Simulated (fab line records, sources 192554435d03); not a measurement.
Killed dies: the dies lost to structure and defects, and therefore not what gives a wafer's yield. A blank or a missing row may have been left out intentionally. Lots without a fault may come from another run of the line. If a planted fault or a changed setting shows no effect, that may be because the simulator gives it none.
fab line records    flow n5Finfet
record lots=7  wafers=21
route steps=1938 shown BEOL_M3@957 BEOL_M4@1108 BEOL_M5@1140 BEOL_M6@1233 BEOL_M7@1329 BEOL_M8@1356 BEOL_M10@1486
startH: the number of hours between the record's first day and the start of the first shown wafer of the lot    waitH: hours since the lot's step before    " same as the row above    L1.1+2: a single row standing in for several wafers    - no value present, or no start provided    * or withheld: withheld    < > ~ a bound
route shown NAME@n: NAME is a module with steps in the file, n the number in the route of the first one    usual: mean/standard deviation taken from wafers without a fault    same: alike in all rows    chamber/n: place in a boat    sites: the reading at each site    _std_site: standard deviation of those values    _edge_site: outer sites' mean less inner sites'    radiusMm: how far each site lies from the wafer's centre    mask NAME#n: copy n    behind: the last tool/chamber to shape the wafer    hold: why the lot went on hold/how many hours it stayed there/how the hold came to an end    device: whichever transistor did not switch (one of n, p or np)    end of line: tests of these same wafers at the route's end    a step without rows: its recipe alone    killed: at the first sort, the dies lost to defects and structure; wafer yield is something else    map: dies across one wafer; x = killed, . = not, _ = none there
set.NAME: the run value of the setting; set.NAME@STEP: its run value at that earlier step    model.NAME: the simulator's own value behind a step, which no gauge read
lots with deliberately changed settings; one table per step, one row per wafer
## steps
# step N5_BEOL_M3_COAT_67
# recipe resist=SOC  tempC=250  timeS=60  spinRpm=1500  resistThkNm=60
lot.wafer  tool           chamber  startH  waitH  set.spinRpm  model.SOC_of_BEOL_M3_COAT_67.thkNm
L081.2     lithoTrack-05  0        189.15  0.0    1500         60.2
L081.4     "              0        "       "      1500         60
L081.5     "              0        "       "      1382         62.6
L082.1     lithoTrack-05  0        189.39  0.0    1500         60.4
L082.4     "              0        "       "      1650         57.2
L082.5     "              0        "       "      1650         57.4
L084.3     lithoTrack-02  0        211.42  0.0    1500         60.2
L084.5     "              0        "       "      1666         57
L084.6     "              0        "       "      1500         60
L088.1     lithoTrack-02  0        248.03  0.0    1427         61.4
L088.2     "              0        "       "      1500         59.8
L088.5     "              0        "       "      1500         59.6
L090.1+6   lithoTrack-03  0        252.43  0.0    1585         58.4
L090.2     "              0        "       "      1500         60
L096.1     lithoTrack-02  0        287.01  0.0    1500         60.4
L096.2     "              0        "       "      1500         60.2
L096.5     "              0        "       "      1350         63.4
L097.3+4   lithoTrack-02  0        292.31  0.0    1500         60
L097.6     "              0        "       "      1500         60.2
# step N5_BEOL_M3_COAT_68
# recipe resist=SiARC  tempC=220  timeS=60  spinRpm=1500  resistThkNm=12
# step N5_BEOL_M3_COAT_76
# recipe resist=underlayer  tempC=205  timeS=60  spinRpm=1500  resistThkNm=5
# step N5_BEOL_M3_ALD_98
# recipe material=SiO2  targetThkA=25  tempC=100  aldPrecursorFamily=BDEAS  aldCoReactant=O2-plasma  pulseTimeS=1  coReactantPulseTimeS=1  purgeTimeS=2  coReactantPurgeTimeS=2  aldCycles=17  pressureTorr=2
# step N5_BEOL_M3_ETCHBACK_99
# recipe chemistry=CHF3  target=SiO2  targetDepthA=50  timeS=10.4  sourceW=215  biasW=47  Ar_flow_sccm=200  CHF3_flow_sccm=12  ionEnergyEv=100  pressureMtorr=30
# step N5_BEOL_M3_ETCH_70
# recipe chemistry=N2/H2  target=SOC  targetDepthA=800  overetchA=160  maskMaterial=SiARC  tempC=40  timeS=120  ionEnergyEv=200  pressureMtorr=30  sourceW=840  biasW=150  n2FlowSccm=200  h2FlowSccm=200
lot.wafer  tool        chamber  startH  waitH  set.spinRpm@BEOL_M3_COAT_67  model.etch.depthNm
L081.2     rieDiel-01  3        194.50  0.0    1500                         60.22
L081.4     "           0        "       "      1500                         60.01
L081.5     "           1        "       "      1382                         62.63
L082.1     rieDiel-04  1        194.58  0.0    1500                         60.32
L082.4     "           0        "       "      1650                         57.22
L082.5     "           2        "       "      1650                         57.35
L084.3     rieDiel-01  3        213.08  0.0    1500                         60.14
L084.5     "           1        "       "      1666                         57.08
L084.6     "           0        "       "      1500                         60.07
L088.1     rieDiel-01  2        250.97  0.0    1427                         61.47
L088.2     "           1        "       "      1500                         59.85
L088.5     "           1        "       "      1500                         59.69
L090.1     rieDiel-03  1        254.66  0.0    1585                         58.42
L090.2     "           3        "       "      1500                         60.03
L090.6     "           2        "       "      1585                         58.36
L096.1     rieDiel-03  3        287.97  0.0    1500                         60.3
L096.2     "           1        "       "      1500                         60.14
L096.5     "           0        "       "      1350                         63.43
L097.3     rieDiel-01  0        294.44  0.0    1500                         60.02
L097.4     "           2        "       "      1500                         59.95
L097.6     "           3        "       "      1500                         60.13
# step N5_BEOL_M4_DEP_57
# recipe material=SiCN  targetThkA=80  tempC=withheld  precursor=3MS/NH3  pressureTorr=3  rfW=202  timeS=14
lot.wafer  tool      chamber  startH  waitH  set.timeS  model.SiCN_of_BEOL_M4_DEP_57.thkNm
L082.1+4   pecvd-01  0        210.06  0.0    14         8.2
L082.5     "         0        "       "      12.82      7.6
L081.2     pecvd-04  0        210.12  0.0    13.38      7.6
L081.4     "         1        "       "      14         8.2
L081.5     "         2        "       "      14         8
L084.3     pecvd-02  0        226.13  0.0    14         8
L084.5+6   "         1,2      "       "      15.3       8.8
L088.1     pecvd-04  1        263.53  0.0    13.47      7.8
L088.2     "         2        "       "      13.47      7.6
L088.5     "         2        "       "      14         8
L090.1     pecvd-02  2        268.28  0.0    13.34      7.6
L090.2     "         1        "       "      13.34      7.8
L090.6     "         1        "       "      13.34      8
L096.1     pecvd-01  0        303.72  0.0    14         8
L096.2     "         2        "       "      14         7.8
L096.5     "         1        "       "      14         8.2
L097.3+4   pecvd-01  1,0      308.44  0.0    14         8.2
L097.6     "         2        "       "      14         8.4
# step N5_BEOL_M5_COAT_66
# recipe resist=SiARC  tempC=220  timeS=60  spinRpm=1500  resistThkNm=12
lot.wafer   tool           chamber  startH  waitH  set.spinRpm  model.SiARC_of_BEOL_M5_COAT_66.thkNm
L081.2      lithoTrack-04  0        -       -      1500         12
L081.4+5    "              0        "       "      1344         12.8
L082.1+5    lithoTrack-05  0        -       -      1500         12
L082.4      "              0        "       "      1620         11.6
L084.3      lithoTrack-02  0        -       -      1500         12
L084.5+6    "              0        "       "      1451         12.2
L088.1+2    lithoTrack-04  0        -       -      1500         12
L088.5      "              0        "       "      1629         11.6
L090.1      lithoTrack-04  0        -       -      1637         11.6
L090.2+6    "              0        "       "      1500         12
L096.1      lithoTrack-05  0        -       -      1608         11.6
L096.2+5    "              0        "       "      1500         12
L097.3+4+6  lithoTrack-04  0        -       -      1500         12
# step N5_BEOL_M5_COAT_22
# recipe resist=CAR-EUV  spinRpm=1500  resistThkNm=30
lot.wafer   tool           chamber  startH  waitH  set.spinRpm  model.CAR-EUV_of_BEOL_M5_COAT_22.thkNm
L081.2      lithoTrack-04  0        -       -      1500         30.2
L081.4+5    "              0        "       "      1500         30
L082.1      lithoTrack-05  0        -       -      1500         30
L082.4+5    "              0        "       "      1578         29.2
L084.3+5    lithoTrack-02  0        -       -      1500         30
L084.6      "              0        "       "      1546         29.6
L088.1+5    lithoTrack-04  0        -       -      1500         30
L088.2      "              0        "       "      1609         28.8
L090.1      lithoTrack-04  0        -       -      1571         29.2
L090.2      "              0        "       "      1500         30
L090.6      "              0        "       "      1571         29.4
L096.1+5    lithoTrack-05  0        -       -      1370         31.4
L096.2      "              0        "       "      1500         30
L097.3+4+6  lithoTrack-04  0        -       -      1500         30
# step N5_BEOL_M5_EBR_24
# recipe solvent=PGMEA  ebrWidthMm=1.5
# step N5_BEOL_M5_SOFTBAKE_23
# recipe tempC=110  timeS=60  resist=CAR-EUV
# step N5_BEOL_M5_DESCUM_33
# recipe chemistry=O2  timeS=7  sourcePowerW=50  biasPowerW=20  pressureMtorr=20  rfFrequencyHz=2.712e+07  tempC=40  resist=CAR-EUV  o2FlowSccm=225
lot.wafer   tool        chamber  startH  waitH  set.spinRpm@BEOL_M5_COAT_22  model.CAR-EUV_of_BEOL_M5_COAT_22.thkNm
L081.2+4    rieDiel-04  3,2      214.69  0.2    1500                         26.2
L081.5      "           3        "       "      1500                         26
L082.1      rieDiel-03  0        214.86  0.3    1500                         26
L082.4+5    "           3,2      "       "      1578                         25.2
L084.3      rieDiel-04  3        230.92  0.5    1500                         25.8
L084.5      "           3        "       "      1500                         26
L084.6      "           1        "       "      1546                         25.6
L088.1+5    rieDiel-01  3        270.25  0.0    1500                         26
L088.2      "           2        "       "      1609                         25
L090.1+6    rieDiel-03  0,1      274.01  0.0    1571                         25.4
L090.2      "           1        "       "      1500                         26
L096.1+5    rieDiel-04  2,3      309.49  0.2    1370                         27.4
L096.2      "           3        "       "      1500                         26
L097.3+4+6  rieDiel-01  3,0,0    314.51  0.0    1500                         26
# step N5_BEOL_M5_ETCH_75
# recipe chemistry=N2/H2  target=underlayer  targetDepthA=65  maskMaterial=CAR-EUV  timeS=5.2  ionEnergyEv=200  pressureMtorr=30  sourceW=840  biasW=150  n2FlowSccm=200  h2FlowSccm=200  ends=cleared
# step N5_BEOL_M5_ETCH_67
# recipe chemistry=CF4  target=SiARC  targetDepthA=156  maskMaterial=CAR-EUV  timeS=26  ionEnergyEv=80  pressureMtorr=40  sourceW=545  biasW=36  Ar_flow_sccm=100  cf4FlowSccm=100  ends=cleared
# usual etchRfOnTimeS=25.8/0.55
lot.wafer  tool        chamber  startH  waitH  set.spinRpm@BEOL_M5_COAT_66  set.spinRpm@BEOL_M5_COAT_22  etchRfOnTimeS  model.CAR-EUV_of_BEOL_M5_COAT_22.thkNm  model.etch.depthNm
L081.2     rieDiel-04  3        214.74  0.0    1500                         1500                         25.8           11                                      12.04
L081.4     "           2        "       "      1344                         1500                         27.9           10.6                                    12.71
L081.5     "           3        "       "      1344                         1500                         26.9           10.4                                    12.71
L082.1     rieDiel-03  0        214.91  0.0    1500                         1500                         25.7           11                                      11.95
L082.4     "           3        "       "      1620                         1578                         24.9           10.6                                    11.51
L082.5     "           2        "       "      1500                         1578                         25.3           10.4                                    11.98
L084.3     rieDiel-04  3        230.97  0.0    1500                         1500                         25.5           11                                      11.98
L084.5     "           3        "       "      1451                         1500                         25.9           10.8                                    12.17
L084.6     "           1        "       "      1451                         1546                         26.4           10.6                                    12.2
L088.1     rieDiel-01  3        270.30  0.0    1500                         1500                         26.3           11.2                                    11.91
L088.2     "           2        "       "      1500                         1609                         26.3           10                                      11.95
L088.5     "           3        "       "      1629                         1500                         25.2           11.6                                    11.51
L090.1     rieDiel-03  0        274.06  0.0    1637                         1571                         24.0           10.8                                    11.51
L090.2     "           1        "       "      1500                         1500                         25.1           11                                      12.01
L090.6     "           1        "       "      1500                         1571                         25.2           10.4                                    12
L096.1     rieDiel-04  2        309.54  0.0    1608                         1370                         25.2           12.8                                    11.54
L096.2     "           3        "       "      1500                         1500                         25.4           11.2                                    11.94
L096.5     "           3        "       "      1500                         1370                         25.5           12.4                                    11.97
L097.3     rieDiel-01  3        314.56  0.0    1500                         1500                         26.2           11.2                                    11.98
L097.4     "           0        "       "      1500                         1500                         26.0           11                                      11.97
L097.6     "           0        "       "      1500                         1500                         26.1           11                                      12.01
# step N5_BEOL_M6_ETCH_66
# recipe chemistry=N2/H2  target=SOC  targetDepthA=800  overetchA=160  maskMaterial=SiARC  tempC=40  timeS=120  ionEnergyEv=200  pressureMtorr=30  sourceW=840  biasW=150  n2FlowSccm=200  h2FlowSccm=200
# usual rfVppV=524.4/2.5
lot.wafer  tool        chamber  startH  waitH  set.biasW  rfVppV  model.SiARC_of_BEOL_M6_COAT_64.thkNm
L081.2     rieDiel-02  3        225.32  0.0    157.5      540.6   6
L081.4     "           2        "       "      150        527.9   6.2
L081.5     "           3        "       "      150        523.8   6.4
L082.1     rieDiel-02  0        225.80  0.0    133.9      485.7   7
L082.4     "           1        "       "      150        525.1   6.2
L082.5     "           1        "       "      133.9      489.5   7
L084.3     rieDiel-05  2        243.39  0.0    150        524.9   6.6
L084.5     "           2        "       "      150        523.2   6.4
L084.6     "           3        "       "      150        522.0   6.4
L088.1     rieDiel-06  1        284.28  0.0    150        519.9   6.2
L088.2     "           0        "       "      150        526.9   6
L088.5     "           3        "       "      150        525.5   6.6
L090.1     rieDiel-06  0        288.16  0.0    142.7      511.2   6.6
L090.2     "           3        "       "      150        525.7   6.6
L090.6     "           3        "       "      150        524.9   6.6
L096.1     rieDiel-06  0        322.86  0.0    174.6      580.1   5.2
L096.2     "           1        "       "      174.6      574.8   5.2
L096.5     "           2        "       "      150        529.0   6.4
L097.3     rieDiel-06  0        325.31  0.0    150        527.6   6.4
L097.4     "           2        "       "      150        528.4   6.4
L097.6     "           3        "       "      150        524.7   6.4
# step N5_BEOL_M7_DEP_56
# recipe material=SiCN  targetThkA=100  tempC=withheld  precursor=3MS/NH3  pressureTorr=3  rfW=202  timeS=17.5
lot.wafer  tool      chamber  startH  waitH  set.timeS  model.SiCN_of_BEOL_M7_DEP_56.thkNm
L081.2     pecvd-04  0        233.94  0.0    17.5       9.8
L081.4     "         1        "       "      16.08      9.2
L081.5     "         2        "       "      16.08      9
L082.1     pecvd-03  1        236.64  0.0    18.46      10.2
L082.4     "         1        "       "      17.5       10
L082.5     "         2        "       "      18.46      10.4
L084.3+6   pecvd-02  2,0      256.92  0.0    17.5       10.2
L084.5     "         2        "       "      18.79      11
L088.1     pecvd-03  2        295.47  0.0    17.5       9.8
L088.2     "         0        "       "      17.5       10
L088.5     "         1        "       "      19.66      11.2
L090.1+2   pecvd-02  1,0      300.45  0.0    16.81      9.4
L090.6     "         0        "       "      17.5       10.2
L096.1     pecvd-04  0        334.03  0.0    17.5       9.8
L096.2     "         1        "       "      17.5       10
L096.5     "         0        "       "      19.78      11.4
L097.3     pecvd-03  0        337.21  0.0    17.5       10
L097.4+6   "         1,0      "       "      17.5       10.2
# step N5_BEOL_M8_COAT_63
# recipe resist=SOC  tempC=250  timeS=60  spinRpm=1500  resistThkNm=60
lot.wafer   tool           chamber  startH  waitH  set.spinRpm  model.SOC_of_BEOL_M8_COAT_63.thkNm
L081.2+4+5  lithoTrack-03  0        238.37  1.3    1500         60
L082.1+5    lithoTrack-05  0        240.15  0.7    1574         58.4
L082.4      "              0        "       "      1500         60
L084.3+5+6  lithoTrack-02  0        259.89  0.0    1500         60
L088.1+2    lithoTrack-03  0        299.11  0.2    1552         59
L088.5      "              0        "       "      1500         60
L090.1      lithoTrack-03  0        306.25  2.4    1379         62.2
L090.2      "              0        "       "      1500         59.8
L090.6      "              0        "       "      1379         62.4
L096.1      lithoTrack-05  0        337.61  0.0    1500         59.8
L096.2      "              0        "       "      1452         60.8
L096.5      "              0        "       "      1452         61
L097.3+4    lithoTrack-05  0        340.52  1.3    1500         59.8
L097.6      "              0        "       "      1500         60
# step N5_BEOL_M8_DESCUM_33
# recipe chemistry=O2  timeS=7  sourcePowerW=50  biasPowerW=20  pressureMtorr=20  rfFrequencyHz=2.712e+07  tempC=40  resist=CAR-EUV  o2FlowSccm=225
lot.wafer   tool        chamber  startH  waitH  set.timeS  model.CAR-EUV_of_BEOL_M8_COAT_22.thkNm
L081.2+4    rieDiel-06  0,3      238.87  0.1    6.273      26.4
L081.5      "           0        "       "      7          26
L082.1+4    rieDiel-06  3        240.54  0.0    8.344      25.2
L082.5      "           0        "       "      7          25.8
L084.3+6    rieDiel-06  3        260.39  0.1    8.198      25.4
L084.5      "           2        "       "      7          26
L088.1+2+5  rieDiel-05  0,1,2    299.50  0.0    7          26
L090.1+6    rieDiel-06  0        306.76  0.0    7          26
L090.2      "           2        "       "      7.942      25.4
L096.1+5    rieDiel-02  1,2      338.14  0.2    7          26.2
L096.2      "           0        "       "      6.373      26.4
L097.3      rieDiel-06  3        341.46  0.5    7          26.2
L097.4+6    "           0,2      "       "      7          26
# step N5_BEOL_M8_ETCH_72
# recipe chemistry=N2/H2  target=underlayer  targetDepthA=65  maskMaterial=CAR-EUV  timeS=5.2  ionEnergyEv=200  pressureMtorr=30  sourceW=840  biasW=150  n2FlowSccm=200  h2FlowSccm=200  ends=cleared
# step N5_BEOL_M8_ETCH_65
# recipe chemistry=CF4  target=SiARC  targetDepthA=156  maskMaterial=CAR-EUV  timeS=26  ionEnergyEv=80  pressureMtorr=40  sourceW=545  biasW=36  Ar_flow_sccm=100  cf4FlowSccm=100  ends=cleared
# step N5_BEOL_M8_ETCH_66
# recipe chemistry=N2/H2  target=SOC  targetDepthA=800  overetchA=160  maskMaterial=SiARC  tempC=40  timeS=120  ionEnergyEv=200  pressureMtorr=30  sourceW=840  biasW=150  n2FlowSccm=200  h2FlowSccm=200
lot.wafer  tool        chamber  startH  waitH  set.spinRpm@BEOL_M8_COAT_63  model.etch.depthNm
L081.2     rieDiel-06  0        238.95  0.0    1500                         59.96
L081.4     "           3        "       "      1500                         59.9
L081.5     "           0        "       "      1500                         60.06
L082.1     rieDiel-06  3        240.62  0.0    1574                         58.48
L082.4     "           3        "       "      1500                         60.06
L082.5     "           0        "       "      1574                         58.36
L084.3     rieDiel-06  3        260.47  0.0    1500                         59.92
L084.5     "           2        "       "      1500                         59.97
L084.6     "           3        "       "      1500                         60.04
L088.1     rieDiel-05  0        299.58  0.0    1552                         59.05
L088.2     "           1        "       "      1552                         58.97
L088.5     "           2        "       "      1500                         60
L090.1     rieDiel-06  0        306.84  0.0    1379                         62.28
L090.2     "           2        "       "      1500                         59.76
L090.6     "           0        "       "      1379                         62.39
L096.1     rieDiel-02  1        338.22  0.0    1500                         59.88
L096.2     "           0        "       "      1452                         60.73
L096.5     "           2        "       "      1452                         60.98
L097.3     rieDiel-06  3        341.54  0.0    1500                         59.88
L097.4     "           0        "       "      1500                         59.83
L097.6     "           2        "       "      1500                         59.91
# step N5_BEOL_M8_STRIP_69
# recipe chemistry=N2/H2  tempC=40  n2FlowSccm=200  h2FlowSccm=200  rfFrequencyHz=6e+07
# step N5_BEOL_M8_STRIP_73
# recipe chemistry=N2/H2  tempC=40  n2FlowSccm=200  h2FlowSccm=200  rfFrequencyHz=6e+07
# step N5_BEOL_M8_VIA_ETCH_34
# recipe chemistry=C4F6/O2  target=SiCOH_lowk  targetDepthA=1255  maskMaterial=SOC  taperDeg=4  timeS=50.5  ionEnergyEv=250  pressureMtorr=30  sourceW=345  biasW=185  Ar_flow_sccm=300  C4F6_flow_sccm=10  O2_flow_sccm=10
lot.wafer   tool        chamber  startH  waitH  set.spinRpm@BEOL_M8_COAT_63  model.SOC_of_BEOL_M8_COAT_63.thkNm
L081.2+5    rieDiel-06  0        239.05  0.0    1500                         54
L081.4      "           3        "       "      1500                         53.8
L082.1      rieDiel-06  3        240.72  0.0    1574                         52.4
L082.4      "           3        "       "      1500                         54
L082.5      "           0        "       "      1574                         52.2
L084.3+5+6  rieDiel-06  3,2,3    260.57  0.0    1500                         53.8
L088.1      rieDiel-05  0        299.68  0.0    1552                         53.2
L088.2      "           1        "       "      1552                         53
L088.5      "           2        "       "      1500                         54.2
L090.1      rieDiel-06  0        306.94  0.0    1379                         56.2
L090.2      "           2        "       "      1500                         53.6
L090.6      "           0        "       "      1379                         56.4
L096.1      rieDiel-02  1        338.32  0.0    1500                         53.8
L096.2      "           0        "       "      1452                         54.6
L096.5      "           2        "       "      1452                         54.8
L097.3+6    rieDiel-06  3,2      341.64  0.0    1500                         53.6
L097.4      "           0        "       "      1500                         53.8
# step N5_BEOL_M10_DESCUM_16
# recipe chemistry=O2  timeS=7.9  sourcePowerW=50  biasPowerW=20  pressureMtorr=20  rfFrequencyHz=2.712e+07  tempC=40  resist=CAR-ArF  o2FlowSccm=225
lot.wafer   tool        chamber  startH  waitH  set.timeS  model.CAR-ArF_of_BEOL_M10_COAT_05.thkNm
L081.2      rieDiel-02  0        252.17  0.3    7.9        83.6
L081.4      "           1        "       "      6.863      83.8
L081.5      "           2        "       "      6.863      84.4
L082.1      rieDiel-05  3        253.18  0.3    9.484      82.2
L082.4      "           2        "       "      7.9        83.6
L082.5      "           2        "       "      9.484      82.4
L084.3+5+6  rieDiel-05  2,1,2    273.65  0.0    6.203      84.4
L088.1      rieDiel-02  0        312.28  0.1    7.9        83
L088.2+5    "           2        "       "      7.9        83.2
L090.1+2    rieDiel-02  3,2      319.95  0.0    7.9        83.6
L090.6      "           2        "       "      6.355      84.4
L096.1+2    rieDiel-05  1,0      352.59  0.0    7.9        83.4
L096.5      "           3        "       "      7.9        83.2
L097.3      rieDiel-06  0        355.42  0.0    7.9        83.2
L097.4+6    "           2,0      "       "      7.9        83.6
# step N5_BEOL_M10_ETCH_61
# recipe chemistry=CF4  target=SiARC  targetDepthA=390  maskMaterial=CAR-ArF  timeS=65  ionEnergyEv=80  pressureMtorr=40  sourceW=545  biasW=36  Ar_flow_sccm=100  cf4FlowSccm=100  ends=cleared
lot.wafer  tool        chamber  startH  waitH  set.timeS@BEOL_M10_DESCUM_16  model.CAR-ArF_of_BEOL_M10_COAT_05.thkNm
L081.2     rieDiel-02  0        252.21  0.0    7.9                           55.6
L081.4     "           1        "       "      6.863                         55.8
L081.5     "           2        "       "      6.863                         56.4
L082.1     rieDiel-05  3        253.22  0.0    9.484                         54.4
L082.4     "           2        "       "      7.9                           55.6
L082.5     "           2        "       "      9.484                         54.6
L084.3+5   rieDiel-05  2,1      273.69  0.0    6.203                         56.4
L084.6     "           2        "       "      6.203                         56.6
L088.1     rieDiel-02  0        312.31  0.0    7.9                           55
L088.2     "           2        "       "      7.9                           55.2
L088.5     "           2        "       "      7.9                           55.4
L090.1     rieDiel-02  3        319.98  0.0    7.9                           55.6
L090.2     "           2        "       "      7.9                           55.8
L090.6     "           2        "       "      6.355                         56.6
L096.1+2   rieDiel-05  1,0      352.62  0.0    7.9                           55.6
L096.5     "           3        "       "      7.9                           55.4
L097.3     rieDiel-06  0        355.46  0.0    7.9                           55.4
L097.4     "           2        "       "      7.9                           55.8
L097.6     "           0        "       "      7.9                           55.6
## key
split step=N5_BEOL_M3_COAT_67  setting=spinRpm  stated=1500  by=wafer
response step=N5_BEOL_M3_COAT_67  reading=model.SOC_of_BEOL_M3_COAT_67.thkNm  change=-0.303  per=1%  r=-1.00
response step=N5_BEOL_M3_ETCH_70  reading=model.etch.depthNm  change=-0.303  per=1%  r=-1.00
split step=N5_BEOL_M4_DEP_57  setting=timeS  stated=14  by=wafer
response step=N5_BEOL_M4_DEP_57  reading=model.SiCN_of_BEOL_M4_DEP_57.thkNm  change=+0.0828  per=1%  r=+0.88
split step=N5_BEOL_M5_COAT_66  setting=spinRpm  stated=1500  by=wafer
response step=N5_BEOL_M5_COAT_66  reading=model.SiARC_of_BEOL_M5_COAT_66.thkNm  change=-0.0565  per=1%  r=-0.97
response step=N5_BEOL_M5_ETCH_67  reading=etchRfOnTimeS  change=*  per=1%  r=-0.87
response step=N5_BEOL_M5_ETCH_67  reading=model.etch.depthNm  change=-0.0571  per=1%  r=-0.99
response step=N5_BEOL_M5_ETCH_67  reading=model.CAR-EUV_of_BEOL_M5_COAT_22.thkNm  slope=+0.0473  per=1%  togetherWith=spinRpm@BEOL_M5_COAT_22  explained=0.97
split step=N5_BEOL_M5_COAT_22  setting=spinRpm  stated=1500  by=wafer
response step=N5_BEOL_M5_COAT_22  reading=model.CAR-EUV_of_BEOL_M5_COAT_22.thkNm  change=-0.158  per=1%  r=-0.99
response step=N5_BEOL_M5_DESCUM_33  reading=model.CAR-EUV_of_BEOL_M5_COAT_22.thkNm  change=-0.146  per=1%  r=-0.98
response step=N5_BEOL_M5_ETCH_67  reading=model.CAR-EUV_of_BEOL_M5_COAT_22.thkNm  slope=-0.142  per=1%  togetherWith=spinRpm@BEOL_M5_COAT_66  explained=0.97
split step=N5_BEOL_M6_ETCH_66  setting=biasW  stated=150  by=wafer
response step=N5_BEOL_M6_ETCH_66  reading=rfVppV  change=+3.09  per=1%  r=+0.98
response step=N5_BEOL_M6_ETCH_66  reading=model.SiARC_of_BEOL_M6_COAT_64.thkNm  change=-0.0688  per=1%  r=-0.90
split step=N5_BEOL_M7_DEP_56  setting=timeS  stated=17.5  by=wafer
response step=N5_BEOL_M7_DEP_56  reading=model.SiCN_of_BEOL_M7_DEP_56.thkNm  change=+0.107  per=1%  r=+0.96
split step=N5_BEOL_M8_COAT_63  setting=spinRpm  stated=1500  by=wafer
response step=N5_BEOL_M8_COAT_63  reading=model.SOC_of_BEOL_M8_COAT_63.thkNm  change=-0.314  per=1%  r=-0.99
response step=N5_BEOL_M8_ETCH_66  reading=model.etch.depthNm  change=-0.317  per=1%  r=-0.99
response step=N5_BEOL_M8_VIA_ETCH_34  reading=model.SOC_of_BEOL_M8_COAT_63.thkNm  change=-0.33  per=1%  r=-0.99
split step=N5_BEOL_M8_DESCUM_33  setting=timeS  stated=7  by=wafer
response step=N5_BEOL_M8_DESCUM_33  reading=model.CAR-EUV_of_BEOL_M8_COAT_22.thkNm  change=-0.0347  per=1%  r=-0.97
split step=N5_BEOL_M10_DESCUM_16  setting=timeS  stated=7.9  by=wafer
response step=N5_BEOL_M10_DESCUM_16  reading=model.CAR-ArF_of_BEOL_M10_COAT_05.thkNm  change=-0.0505  per=1%  r=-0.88
response step=N5_BEOL_M10_ETCH_61  reading=model.CAR-ArF_of_BEOL_M10_COAT_05.thkNm  change=-0.0483  per=1%  r=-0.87
